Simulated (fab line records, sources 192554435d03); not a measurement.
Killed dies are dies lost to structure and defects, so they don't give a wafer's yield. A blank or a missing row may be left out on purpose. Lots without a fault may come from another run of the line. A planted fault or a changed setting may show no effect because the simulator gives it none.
fab line records | flow n5_finfet
record lots=7 wafers=21
route steps=1938 shown BEOL_M12@1602 BEOL_M13@1659 BEOL_M14@1719
start_h: hours from the record's first day to the start of the lot's first wafer shown | wait_h: hours since the lot's step before | " the same as in the row above | L1.1+2: a row that stands for several wafers | - no value, or no start given | * or withheld: withheld | < > ~ a bound
route shown NAME@n: a module of which the file shows steps, and the number in the route of the first | usual: mean/standard deviation of fault-free wafers | same: alike in all rows | chamber/n: place in a boat | sites: the reading at each site | _std_site: their standard deviation | _edge_site: outer sites' mean less inner sites' | radius_mm: how far each site lies from the wafer's centre | mask NAME#n: copy n | behind: the tool/chamber that last shaped the wafer | hold: why the lot was held/for how many hours/how that ended | device: the transistor (n, p or np) that didn't switch | end of line: the same wafers' tests at the end of the route | a step without rows: its recipe alone | killed: dies lost to structure and defects at the first sort, not the wafer's yield | map: a wafer's dies, x killed, . not, _ none there
set.NAME: the setting as run; set.NAME@STEP: as run at that earlier step | model.NAME: the simulator's own value behind a step, which no gauge read
lots whose settings were changed on purpose; a table a step, a row a wafer
## steps
# step N5_BEOL_M12_ILD_DEP_00
# recipe material=SiOC target_thk_a=6589.2 temp_c=350 precursor=DEMS/O2 pressure_torr=5 rf_w=500 time_s=130.7
# columns lot.wafer tool chamber start_h wait_h set.time_s model.SiOC_of_BEOL_M12_ILD_DEP_00.thk_nm
L076.3 pecvd-04 0 274.63 0.0 141.1 696.8
L076.4 " 0 " " 130.7 659
L076.6 " 2 " " 130.7 663.8
L079.1 pecvd-03 0 291.61 0.0 130.7 648.2
L079.2 " 2 " " 111.3 552.6
L079.5 " 2 " " 111.3 567.8
L078.1 pecvd-04 2 296.50 0.0 130.7 654.2
L078.2 " 1 " " 130.7 645.4
L078.5 " 2 " " 117.5 593.8
L081.1 pecvd-04 1 304.06 0.0 130.7 658.8
L081.2 " 0 " " 144.5 719
L081.4 " 1 " " 130.7 666
L082.2 pecvd-02 1 336.13 0.0 143 728.2
L082.3 " 2 " " 130.7 661.6
L082.5 " 1 " " 130.7 672.2
L084.2 pecvd-02 2 336.31 0.0 130.7 656.6
L084.3 " 1 " " 130.7 661.6
L084.5 " 1 " " 130.7 671.4
L095.2 pecvd-04 2 401.94 0.0 130.7 650.4
L095.3 " 0 " " 130.7 647
L095.5 " 0 " " 130.7 660.2
# step N5_BEOL_M12_THK_MEAS_01
# recipe reads=SiOC_of_BEOL_M12_ILD_DEP_00
# usual M12_ILD_THK=658/9.3
# columns lot.wafer tool chamber start_h wait_h set.time_s@BEOL_M12_ILD_DEP_00 M12_ILD_THK[nm]
L076.3 film_metro-01 - 274.77 0.1 141.1 698
L076.4 " - " " 130.7 659
L076.6 " - " " 130.7 663
L079.1 film_metro-02 - 291.75 0.1 130.7 648
L079.2 " - " " 111.3 553
L079.5 " - " " 111.3 568
L078.1 film_metro-02 - 296.68 0.1 130.7 654
L078.2 " - " " 130.7 645
L078.5 " - " " 117.5 594
L081.1 film_metro-01 - 304.19 0.1 130.7 659
L081.2 " - " " 144.5 719
L081.4 " - " " 130.7 666
L082.2 film_metro-01 - 336.26 0.1 143 728
L082.3 " - " " 130.7 662
L082.5 " - " " 130.7 673
L084.2 film_metro-01 - 336.44 0.1 130.7 656
L084.3 " - " " 130.7 661
L084.5 " - " " 130.7 671
L095.2 film_metro-01 - 402.12 0.1 130.7 650
L095.3 " - " " 130.7 647
L095.5 " - " " 130.7 661
# step N5_BEOL_M12_COAT_58
# recipe resist=BARC temp_c=205 time_s=60 spin_rpm=1500 resist_thk_nm=89
# step N5_BEOL_M12_COAT_04
# recipe spin_rpm=1625 resist_thk_nm=400
# step N5_BEOL_M12_DESCUM_15
# recipe chemistry=O2 time_s=7.9 source_power_w=50 bias_power_w=20 pressure_mtorr=20 rf_frequency_hz=2.712e+07 temp_c=40 o2_flow_sccm=225
# step N5_BEOL_M12_ETCH_59
# recipe chemistry=N2/H2 target=BARC target_depth_a=890 overetch_a=267 time_s=67.9 ion_energy_ev=200 pressure_mtorr=30 source_w=840 bias_w=150 n2_flow_sccm=200 h2_flow_sccm=200
# step N5_BEOL_M12_VIA_ETCH_16
# recipe chemistry=C4F8/O2/Ar target=SiOC pressure_mtorr=30 source_w=3000 bias_w=700 Ar_flow_sccm=400 C4F8_flow_sccm=15 O2_flow_sccm=8 he_inner_torr=15 he_outer_torr=30 target_depth_a=7248 time_s=withheld ion_energy_ev=250 ends=cleared
# columns lot.wafer tool chamber start_h wait_h set.time_s@BEOL_M12_ILD_DEP_00 model.etch.depth_nm model.coat_of_BEOL_M12_COAT_04.thk_nm
L076.3 rie_diel-05 3 275.59 0.0 * 696.8 116.8
L076.4 " 2 " " * 659 124.8
L076.6 " 3 " " * 663.7 127
L079.1 rie_diel-02 1 292.63 0.0 * 648.2 121
L079.2 " 3 " " * 552.6 154
L079.5 " 0 " " * 567.8 146.8
L078.1 rie_diel-02 2 297.16 0.0 * 654.2 123
L078.2 " 3 " " * 645.5 128.2
L078.5 " 2 " " * 593.8 140.4
L081.1 rie_diel-05 0 304.83 0.0 * 658.7 124.6
L081.2 " 2 " " * 719 107
L081.4 " 3 " " * 665.9 126.2
L082.2 rie_diel-02 1 336.89 0.0 * 728.3 99.8
L082.3 " 2 " " * 661.7 119.8
L082.5 " 0 " " * 672.3 118
L084.2 rie_diel-03 2 336.92 0.0 * 656.5 122.6
L084.3 " 0 " " * 661.6 124.4
L084.5 " 0 " " * 671.5 122.2
L095.2 rie_diel-02 1 402.60 0.0 * 650.5 123
L095.3 " 3 " " * 646.9 126
L095.5 " 0 " " * 660.2 122.4
# step N5_BEOL_M12_STRIP_63
# recipe chemistry=N2/H2 power_w=1000 temp_c=250 h2_frac=0.65 overash_fraction=0.3 pressure_mtorr=1000 n2_flow_sccm=1750 h2_flow_sccm=3250
# usual strip_time_to_endpoint_s=42.3/1
# columns lot.wafer tool chamber start_h wait_h set.time_s@BEOL_M12_ILD_DEP_00 strip_time_to_endpoint_s
L076.3 plasma_asher-01 0 275.81 - 141.1 40.8
L076.4 " 1 " " 130.7 43.0
L076.6 " 1 " " 130.7 43.5
L079.1 plasma_asher-01 1 292.83 - 130.7 41.9
L079.2 " 0 " " 111.3 50.7
L079.5 " 1 " " 111.3 48.8
L078.1 plasma_asher-02 0 297.36 - 130.7 42.5
L078.2 " 1 " " 130.7 43.9
L078.5 " 0 " " 117.5 47.1
L081.1 plasma_asher-02 1 305.03 - 130.7 42.9
L081.2 " 0 " " 144.5 38.1
L081.4 " 1 " " 130.7 43.3
L082.2 plasma_asher-02 1 337.09 - 143 36.2
L082.3 " 1 " " 130.7 41.6
L082.5 " 0 " " 130.7 41.2
L084.2 plasma_asher-02 1 337.21 - 130.7 42.4
L084.3 " 1 " " 130.7 42.9
L084.5 " 0 " " 130.7 42.3
L095.2 plasma_asher-01 0 402.80 - 130.7 42.5
L095.3 " 1 " " 130.7 43.3
L095.5 " 1 " " 130.7 42.3
# step N5_BEOL_M13_ILD_DEP_00
# recipe material=SiOC target_thk_a=8379.2 temp_c=350 precursor=DEMS/O2 pressure_torr=5 rf_w=500 time_s=166.4
# columns lot.wafer tool chamber start_h wait_h set.time_s model.SiOC_of_BEOL_M13_ILD_DEP_00.thk_nm
L076.3 pecvd-03 1 280.18 0.0 166.4 834
L076.4 " 0 " " 178.6 922.6
L076.6 " 2 " " 178.6 896
L079.1 pecvd-02 2 297.19 0.0 166.4 833.2
L079.2 " 0 " " 147.1 733.4
L079.5 " 1 " " 147.1 750
L078.1 pecvd-01 0 300.38 0.0 166.4 849.6
L078.2 " 2 " " 166.4 834.2
L078.5 " 2 " " 166.4 843.6
L081.1 pecvd-01 0 314.97 0.0 166.4 851
L081.2 " 2 " " 166.4 835.4
L081.4 " 0 " " 154.3 796.2
L084.2 pecvd-01 1 341.60 0.0 166.4 824.8
L084.3 " 0 " " 166.4 825.2
L084.5 " 1 " " 166.4 833.8
L082.2 pecvd-01 1 342.01 0.0 166.4 828.8
L082.3 " 0 " " 176.4 876.4
L082.5 " 0 " " 166.4 854.2
L095.2 pecvd-03 0 413.92 0.0 185.9 953.2
L095.3 " 1 " " 185.9 931.4
L095.5 " 0 " " 166.4 867.6
# step N5_BEOL_M13_THK_MEAS_01
# recipe reads=SiOC_of_BEOL_M13_ILD_DEP_00
# usual M13_ILD_THK=841/12
# columns lot.wafer tool chamber start_h wait_h set.time_s@BEOL_M13_ILD_DEP_00 M13_ILD_THK[nm]
L076.3 film_metro-01 - 280.33 0.1 166.4 834
L076.4 " - " " 178.6 922
L076.6 " - " " 178.6 897
L079.1 film_metro-01 - 297.34 0.1 166.4 833
L079.2 " - " " 147.1 734
L079.5 " - " " 147.1 750
L078.1 film_metro-01 - 300.59 0.2 166.4 850
L078.2 " - " " 166.4 834
L078.5 " - " " 166.4 843
L081.1 film_metro-02 - 315.12 0.1 166.4 851
L081.2 " - " " 166.4 835
L081.4 " - " " 154.3 796
L084.2 film_metro-01 - 341.75 0.1 166.4 825
L084.3 " - " " 166.4 825
L084.5 " - " " 166.4 834
L082.2 film_metro-02 - 342.16 0.1 166.4 829
L082.3 " - " " 176.4 876
L082.5 " - " " 166.4 855
L095.2 film_metro-01 - 414.08 0.1 185.9 954
L095.3 " - " " 185.9 931
L095.5 " - " " 166.4 868
# step N5_BEOL_M13_COAT_58
# recipe resist=BARC temp_c=205 time_s=60 spin_rpm=1500 resist_thk_nm=89
# columns lot.wafer tool chamber start_h wait_h set.spin_rpm model.BARC_of_BEOL_M13_COAT_58.thk_nm
L076.3 litho_track-03 0 280.37 0.0 1500 89
L076.4 " 0 " " 1433 90.6
L076.6 " 0 " " 1433 90.8
L079.1+2 litho_track-01 0 297.37 0.0 1500 88.6
L079.5 " 0 " " 1500 88.4
L078.1 litho_track-05 0 300.62 0.0 1500 89
L078.2 " 0 " " 1428 91.4
L078.5 " 0 " " 1428 91.2
L081.1 litho_track-01 0 315.15 0.0 1605 86.4
L081.2+4 " 0 " " 1605 86.2
L084.2 litho_track-01 0 341.79 0.0 1500 89.2
L084.3+5 " 0 " " 1500 89
L082.2 litho_track-03 0 342.19 0.0 1440 90.6
L082.3 " 0 " " 1440 90.8
L082.5 " 0 " " 1500 89
L095.2+3 litho_track-05 0 414.11 0.0 1500 89.2
L095.5 " 0 " " 1453 90.8
# step N5_BEOL_M13_COAT_04
# recipe spin_rpm=1625 resist_thk_nm=400
# step N5_BEOL_M13_EBR_06
# recipe solvent=PGMEA ebr_width_mm=1.5
# step N5_BEOL_M13_DESCUM_15
# recipe chemistry=O2 time_s=7.9 source_power_w=50 bias_power_w=20 pressure_mtorr=20 rf_frequency_hz=2.712e+07 temp_c=40 o2_flow_sccm=225
# step N5_BEOL_M13_ETCH_59
# recipe chemistry=N2/H2 target=BARC target_depth_a=890 overetch_a=267 time_s=67.9 ion_energy_ev=200 pressure_mtorr=30 source_w=840 bias_w=150 n2_flow_sccm=200 h2_flow_sccm=200
# columns lot.wafer tool chamber start_h wait_h set.spin_rpm@BEOL_M13_COAT_58 model.etch.depth_nm
L076.3 rie_diel-01 3 280.76 0.0 1500 88.91
L076.4 " 0 " " 1433 90.64
L076.6 " 0 " " 1433 90.81
L079.1 rie_diel-01 3 297.77 0.0 1500 88.55
L079.2 " 1 " " 1500 88.65
L079.5 " 0 " " 1500 88.49
L078.1 rie_diel-04 3 301.16 0.0 1500 89.1
L078.2 " 1 " " 1428 91.3
L078.5 " 1 " " 1428 91.18
L081.1 rie_diel-06 2 315.67 0.0 1605 86.44
L081.2 " 3 " " 1605 86.12
L081.4 " 0 " " 1605 86.11
L084.2 rie_diel-04 3 342.30 0.0 1500 89.28
L084.3 " 0 " " 1500 88.99
L084.5 " 1 " " 1500 89.04
L082.2 rie_diel-06 0 343.00 0.0 1440 90.56
L082.3 " 2 " " 1440 90.75
L082.5 " 1 " " 1500 88.91
L095.2 rie_diel-04 0 414.50 0.0 1500 89.1
L095.3 " 1 " " 1500 89.14
L095.5 " 3 " " 1453 90.77
# step N5_BEOL_M13_VIA_ETCH_16
# recipe chemistry=C4F8/O2/Ar target=SiOC pressure_mtorr=30 source_w=3000 bias_w=700 Ar_flow_sccm=400 C4F8_flow_sccm=15 O2_flow_sccm=8 he_inner_torr=15 he_outer_torr=30 target_depth_a=9217 time_s=withheld ion_energy_ev=250 ends=cleared
# columns lot.wafer tool chamber start_h wait_h set.time_s@BEOL_M13_ILD_DEP_00 model.etch.depth_nm model.coat_of_BEOL_M13_COAT_04.thk_nm
L076.3 rie_diel-01 3 280.81 0.0 * 834 69
L076.4 " 0 " " * 922.7 44.6
L076.6 " 0 " " * 896.1 52
L079.1 rie_diel-01 3 297.82 0.0 * 833.1 69.8
L079.2 " 1 " " * 733.3 103.6
L079.5 " 0 " " * 749.9 97.6
L078.1 rie_diel-04 3 301.24 0.1 * 849.6 65.6
L078.2 " 1 " " * 834.2 69
L078.5 " 1 " " * 843.5 66.6
L081.1 rie_diel-06 2 315.73 0.0 * 851 71
L081.2 " 3 " " * 835.4 74.2
L081.4 " 0 " " * 796.1 85.2
L084.2 rie_diel-04 3 342.36 0.0 * 824.7 72.8
L084.3 " 0 " " * 825.1 75.2
L084.5 " 1 " " * 833.8 66.4
L082.2 rie_diel-06 0 343.06 0.0 * 828.9 73.2
L082.3 " 2 " " * 876.5 60.2
L082.5 " 1 " " * 854.2 64.6
L095.2 rie_diel-04 0 414.55 0.0 * 953.2 35.8
L095.3 " 1 " " * 931.5 37
L095.5 " 3 " " * 867.7 58.4
# step N5_BEOL_M13_STRIP_63
# recipe chemistry=N2/H2 power_w=1000 temp_c=250 h2_frac=0.65 overash_fraction=0.3 pressure_mtorr=1000 n2_flow_sccm=1750 h2_flow_sccm=3250
# usual strip_time_to_endpoint_s=26.9/1.2
# columns lot.wafer tool chamber start_h wait_h set.time_s@BEOL_M13_ILD_DEP_00 strip_time_to_endpoint_s
L076.3 plasma_asher-01 1 281.07 - 166.4 27.4
L076.4 " 0 " " 178.6 19.9
L076.6 " 0 " " 178.6 22.2
L079.1 plasma_asher-02 1 298.05 - 166.4 27.6
L079.2 " 0 " " 147.1 37.2
L079.5 " 0 " " 147.1 35.6
L078.1 plasma_asher-01 0 301.58 - 166.4 26.3
L078.2 " 1 " " 166.4 27.4
L078.5 " 0 " " 166.4 26.7
L081.1 plasma_asher-02 0 315.96 - 166.4 28.0
L081.2 " 1 " " 166.4 28.9
L081.4 " 0 " " 154.3 32.1
L084.2 plasma_asher-02 1 342.59 - 166.4 28.5
L084.3 " 0 " " 166.4 29.2
L084.5 " 1 " " 166.4 26.6
L082.2 plasma_asher-01 1 343.29 - 166.4 28.6
L082.3 " 0 " " 176.4 24.7
L082.5 " 1 " " 166.4 26.1
L095.2 plasma_asher-01 0 414.79 - 185.9 17.0
L095.3 " 1 " " 185.9 17.4
L095.5 " 1 " " 166.4 24.2
# step N5_BEOL_M13_STRIP_64
# recipe chemistry=N2/H2 power_w=1000 temp_c=250 h2_frac=0.65 overash_fraction=0.3 pressure_mtorr=withheld n2_flow_sccm=1750 h2_flow_sccm=3250
# usual strip_time_to_endpoint_s=31.30/0.07
# columns lot.wafer tool chamber start_h wait_h set.spin_rpm@BEOL_M13_COAT_58 strip_time_to_endpoint_s
L076.3 plasma_asher-01 1 281.13 0.0 1500 31.27
L076.4 " 0 " " 1433 31.78
L076.6 " 0 " " 1433 31.84
L079.1 plasma_asher-02 1 298.11 0.0 1500 31.18
L079.2 " 0 " " 1500 31.22
L079.5 " 0 " " 1500 31.17
L078.1 plasma_asher-01 0 301.64 0.0 1500 31.34
L078.2 " 1 " " 1428 31.98
L078.5 " 0 " " 1428 31.94
L081.1 plasma_asher-02 0 316.02 0.0 1605 30.57
L081.2 " 1 " " 1605 30.47
L081.4 " 0 " " 1605 30.47
L084.2 plasma_asher-02 1 342.65 0.0 1500 31.39
L084.3 " 0 " " 1500 31.32
L084.5 " 1 " " 1500 31.33
L082.2 plasma_asher-01 1 343.35 0.0 1440 31.75
L082.3 " 0 " " 1440 31.81
L082.5 " 1 " " 1500 31.28
L095.2 plasma_asher-01 0 414.85 0.0 1500 31.32
L095.3 " 1 " " 1500 31.34
L095.5 " 1 " " 1453 31.83
# step N5_BEOL_M13_STRIP_71
# recipe chemistry=post_etch_residue_remover time_s=60 temp_c=25 remover_ph=withheld remover_water_wt_pct=withheld remover_fluoride_wt_pct=withheld
# step N5_BEOL_M13_SRD_72
# recipe time_s=30 temp_c=23 rinse_liquid=diw dry=n2_spin spin_rpm=1500 dry_time_s=30
# step N5_BEOL_M13_STRIP_37
# recipe chemistry=N2/H2 power_w=1000 temp_c=250 h2_frac=0.65 overash_fraction=0.3 pressure_mtorr=withheld n2_flow_sccm=1750 h2_flow_sccm=3250
# step N5_BEOL_M13_ETCH_38
# recipe chemistry=CF4/N2 target=SiCN target_depth_a=675 taper_deg=2 time_s=71.9 ion_energy_ev=150 mask_material=SiO2 pressure_mtorr=40 source_w=430 bias_w=70 Ar_flow_sccm=100 cf4_flow_sccm=60 n2_flow_sccm=60
# columns lot.wafer tool chamber start_h wait_h set.time_s@BEOL_M13_ILD_DEP_00 model.SiOC_of_BEOL_M13_ILD_DEP_00.thk_nm
L076.3 rie_diel-01 2 284.03 - 166.4 782
L076.4 " 1 " " 178.6 876.6
L076.6 " 1 " " 178.6 850
L079.1 rie_diel-04 3 301.70 - 166.4 784
L079.2 " 1 " " 147.1 683
L079.5 " 1 " " 147.1 699.8
L078.1 rie_diel-06 1 302.90 - 166.4 800.2
L078.2 " 0 " " 166.4 786.6
L078.5 " 0 " " 166.4 796.2
L081.1 rie_diel-01 1 318.52 - 166.4 805
L081.2 " 2 " " 166.4 784
L081.4 " 0 " " 154.3 748.6
L084.2 rie_diel-01 1 347.52 - 166.4 779.4
L084.3 " 2 " " 166.4 774.6
L084.5 " 2 " " 166.4 782.4
L082.2 rie_diel-01 3 347.97 - 166.4 779.2
L082.3 " 0 " " 176.4 828.6
L082.5 " 3 " " 166.4 804.2
L095.2 rie_diel-04 3 416.72 - 185.9 904
L095.3 " 2 " " 185.9 879.6
L095.5 " 0 " " 166.4 819.2
# step N5_BEOL_M14_COAT_04
# recipe spin_rpm=1704 resist_thk_nm=800
# columns lot.wafer tool chamber start_h wait_h set.spin_rpm model.coat_of_BEOL_M14_COAT_04.thk_nm
L076.3+6 litho_track-02 0 - - 1704 801.2
L076.4 " 0 " " 1704 800
L079.1 litho_track-02 0 - - 1704 803.2
L079.2 " 0 " " 1704 804.2
L079.5 " 0 " " 1704 800.8
L078.1 litho_track-02 0 - - 1656 816.2
L078.2 " 0 " " 1704 800.8
L078.5 " 0 " " 1704 800.4
L081.1 litho_track-02 0 - - 1825 774.4
L081.2 " 0 " " 1704 802
L081.4 " 0 " " 1704 798.4
L084.2 litho_track-04 0 - - 1704 799.4
L084.3 " 0 " " 1704 799
L084.5 " 0 " " 1704 797.6
L082.2 litho_track-04 0 - - 1704 799
L082.3 " 0 " " 1704 799.6
L082.5 " 0 " " 1769 782.6
L095.2 litho_track-04 0 - - 1704 798.6
L095.3 " 0 " " 1535 841
L095.5 " 0 " " 1704 800.6
## key
split step=N5_BEOL_M12_ILD_DEP_00 setting=time_s stated=130.7 by=wafer
response step=N5_BEOL_M12_ILD_DEP_00 reading=model.SiOC_of_BEOL_M12_ILD_DEP_00.thk_nm change=+5.68 per=1% r=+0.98
response step=N5_BEOL_M12_THK_MEAS_01 reading=M12_ILD_THK change=+5.67 per=1% r=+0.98
response step=N5_BEOL_M12_VIA_ETCH_16 reading=model.etch.depth_nm change=+5.68 per=1% r=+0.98
response step=N5_BEOL_M12_VIA_ETCH_16 reading=model.coat_of_BEOL_M12_COAT_04.thk_nm change=-1.76 per=1% r=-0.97
response step=N5_BEOL_M12_STRIP_63 reading=strip_time_to_endpoint_s change=* per=1% r=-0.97
split step=N5_BEOL_M13_ILD_DEP_00 setting=time_s stated=166.4 by=wafer
response step=N5_BEOL_M13_ILD_DEP_00 reading=model.SiOC_of_BEOL_M13_ILD_DEP_00.thk_nm change=+7.33 per=1% r=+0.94
response step=N5_BEOL_M13_THK_MEAS_01 reading=M13_ILD_THK change=+7.31 per=1% r=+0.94
response step=N5_BEOL_M13_VIA_ETCH_16 reading=model.etch.depth_nm change=+7.34 per=1% r=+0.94
response step=N5_BEOL_M13_VIA_ETCH_16 reading=model.coat_of_BEOL_M13_COAT_04.thk_nm change=-2.2 per=1% r=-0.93
response step=N5_BEOL_M13_STRIP_63 reading=strip_time_to_endpoint_s change=* per=1% r=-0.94
response step=N5_BEOL_M13_ETCH_38 reading=model.SiOC_of_BEOL_M13_ILD_DEP_00.thk_nm change=+7.42 per=1% r=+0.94
split step=N5_BEOL_M13_COAT_58 setting=spin_rpm stated=1500 by=wafer
response step=N5_BEOL_M13_COAT_58 reading=model.BARC_of_BEOL_M13_COAT_58.thk_nm change=-0.442 per=1% r=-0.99
response step=N5_BEOL_M13_ETCH_59 reading=model.etch.depth_nm change=-0.443 per=1% r=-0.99
response step=N5_BEOL_M13_STRIP_64 reading=strip_time_to_endpoint_s change=* per=1% r=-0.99
split step=N5_BEOL_M14_COAT_04 setting=spin_rpm stated=1704 by=wafer
response step=N5_BEOL_M14_COAT_04 reading=model.coat_of_BEOL_M14_COAT_04.thk_nm change=-4.1 per=1% r=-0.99
